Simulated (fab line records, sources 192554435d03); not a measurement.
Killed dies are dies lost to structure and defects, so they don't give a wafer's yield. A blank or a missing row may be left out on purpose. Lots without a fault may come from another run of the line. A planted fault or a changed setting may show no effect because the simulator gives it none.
A struck lot beside a sound one | flow n5_finfet | 38 steps out of a route of 1938
Sound: wafers L963.1, L963.3, L963.6. Struck: wafers L957.2, L957.3, L957.6. The cause comes at the end.
At each step with rows: each side's tool, then ch and its chambers, then its first start. Under that, the readings that differ: sound wafers | struck wafers | difference of the means | sigmas: that difference in standard deviations of wafers without a fault.
alike: readings whose means differ by less than 2 such deviations, and words and numbers that are the same on both sides. not compared: withheld readings, readings that some wafer has no value for, bounds like >300 that may hide the same value, and numbers for which the record gives no deviation and whose values overlap.
The two part at a step that has a row with sigmas, a row that says differs or no value, or rows on one side only. Numbers that don't overlap but have no deviation are shown without sigmas and don't part them. A reading that every wafer of one side lacks parts them only if that side has two wafers or more.

first, 9 steps without rows for these wafers: N5_BEOL_M4_ANNEAL_95 (time 240 s); N5_BEOL_M4_SPUTTER_96 (material Cu, target thk 4.5 nm, time 8.29 s); N5_BEOL_M4_ECD_50 (material Cu, target thk 300 nm); N5_BEOL_M4_ANNEAL_51 (time 90 s); N5_BEOL_M4_CMP_52 (polishes, stops on SiOC, t overpolish 6.8 s, target thk 40 nm); N5_BEOL_M4_PRE_CLEAN_60 (time 15 s); N5_BEOL_M4_CO_CAP_55 (material Co, precursor CCTBA/H2, target thk 2 nm, time 102.1 s); N5_BEOL_M4_PRE_CLEAN_56 (time 15 s); N5_BEOL_M4_DEP_57 (deposits SiCN from 3MS/NH3, target thk 8 nm, time 14 s).
N5_BEOL_M4_RC_MEAS_101:
  sound on prober-01 ch 0, day 14 02:31; struck on prober-01 ch 0, day 12 05:32
  alike: DIBL_N, DIBL_P, IOFF_N, IOFF_P, ION_N, ION_P, SS_N, SS_P, VT_N, VT_P
then, 24 steps without rows for these wafers: N5_BEOL_M5_ILD_DEP_00 (deposits SiCOH lowk from DEMS/porogen, target thk 140.64 nm, time 25.9 s); N5_BEOL_M5_CURE_79 (cures SiCOH lowk, time 240 s); N5_BEOL_M5_PECVD_70 (deposits SiO2 from TEOS/O2, target thk 16 nm, time 18 s); N5_BEOL_M5_HM_DEP_02 (deposits TiN, target thk 20 nm); N5_BEOL_M5_COAT_59 (time 60 s, resist thk 60 nm); N5_BEOL_M5_COAT_60 (time 60 s, resist thk 12 nm); N5_BEOL_M5_COAT_71 (time 60 s, resist thk 5 nm); N5_BEOL_M5_COAT_05 (resist thk 30 nm); N5_BEOL_M5_EBR_07; N5_BEOL_M5_SOFTBAKE_06 (time 60 s); N5_BEOL_M5_EXPOSE_08 (exposes mask M5, target cd 28 nm); N5_BEOL_M5_PEB_09 (peb time 60 s); N5_BEOL_M5_DEVELOP_10 (develop time 30 s); N5_BEOL_M5_DESCUM_16 (chemistry O2, time 7 s); N5_BEOL_M5_ETCH_72 (etches underlayer in N2/H2, target depth 6.5 nm, time 5.2 s); N5_BEOL_M5_ETCH_61 (etches SiARC in CF4, target depth 15.6 nm, time 26 s); N5_BEOL_M5_ETCH_62 (etches SOC in N2/H2, target depth 75 nm, overetch 15 nm, time 112.5 s); N5_BEOL_M5_STRIP_63 (strips in N2/H2); N5_BEOL_M5_STRIP_73 (strips in N2/H2); N5_BEOL_M5_STRIP_64 (strips in CF4); N5_BEOL_M5_HM_OPEN_17 (chemistry Cl2/BCl3, target TiN, target depth 20 nm, overetch 6 nm); N5_BEOL_M5_STRIP_19 (strips in O2); N5_BEOL_M5_COAT_65 (time 60 s, resist thk 60 nm); N5_BEOL_M5_COAT_66 (time 60 s, resist thk 12 nm).
N5_BEOL_M7_ETCH_65: etches SiARC in CF4, target depth 15.6 nm, time 26 s.
  sound on rie_diel-03 ch 0,1,2, day 15 02:59; struck on rie_diel-03 ch 0,2,3, day 13 14:31
  no value came back on the struck wafers for any of 8 readings (bias_w (W), cf4_flow_sccm (sccm) and others); on the sound wafers bias_w (W) reads 36.03 36.02 36.11
  reading                                      | sound          | struck         | difference | sigmas
  model.CAR-EUV_of_BEOL_M7_COAT_22.thk_nm (nm) | 11.2 11.2 11.4 | 20.4 20.4 20.4 | +9.1       |
  not compared: rf_hours_counter_h
N5_BEOL_M7_ETCH_66: etches SOC in N2/H2, target depth 80 nm, overetch 16 nm, time 120 s.
  sound on rie_diel-03 ch 0,1,2, day 15 03:01; struck on rie_diel-03 ch 0,2,3, day 13 14:33
  reading               | sound          | struck         | difference | sigmas
  oes_product_au (a.u.) | 0.54 0.53 0.55 | 0.27 0.33 0.26 | -0.25      | -4
  alike: bias_w, chamber_pressure_mTorr, drypump_motor_current_A, rf_vpp_V, showerhead_plenum_p_Torr, throttle_valve_pct
  not compared: rf_hours_counter_h
N5_BEOL_M7_VIA_ETCH_34: etches SiCOH lowk in C4F6/O2, target depth 125.5 nm, time 50.5 s.
  sound on rie_diel-03 ch 0,1,2, day 15 03:07; struck on rie_diel-03 ch 0,2,3, day 13 14:39
  reading               | sound          | struck         | difference | sigmas
  oes_product_au (a.u.) | 0.71 0.69 0.71 | 0.27 0.33 0.26 | -0.42      | -5
  alike: C4F6_flow_sccm, O2_flow_sccm, drypump_motor_current_A, oes_ar_750_au, rf_vpp_V, showerhead_plenum_p_Torr, throttle_valve_pct
  not compared: rf_hours_counter_h
-- the record jumps here: 3 days lie between the struck wafers' starts before and after (it left off in module BEOL_M7 and takes up again in module PASSIVATION, whose first step shown is number 1936 of the route) --
N5_PASSIVATION_PROBE_49:
  the record has rows for the struck wafers here (prober-02, day 16 17:13) and none for the sound ones

WHERE THEY PART
First at N5_BEOL_M7_ETCH_65; last, within this record, at N5_PASSIVATION_PROBE_49.

WHY: what the simulator had put in
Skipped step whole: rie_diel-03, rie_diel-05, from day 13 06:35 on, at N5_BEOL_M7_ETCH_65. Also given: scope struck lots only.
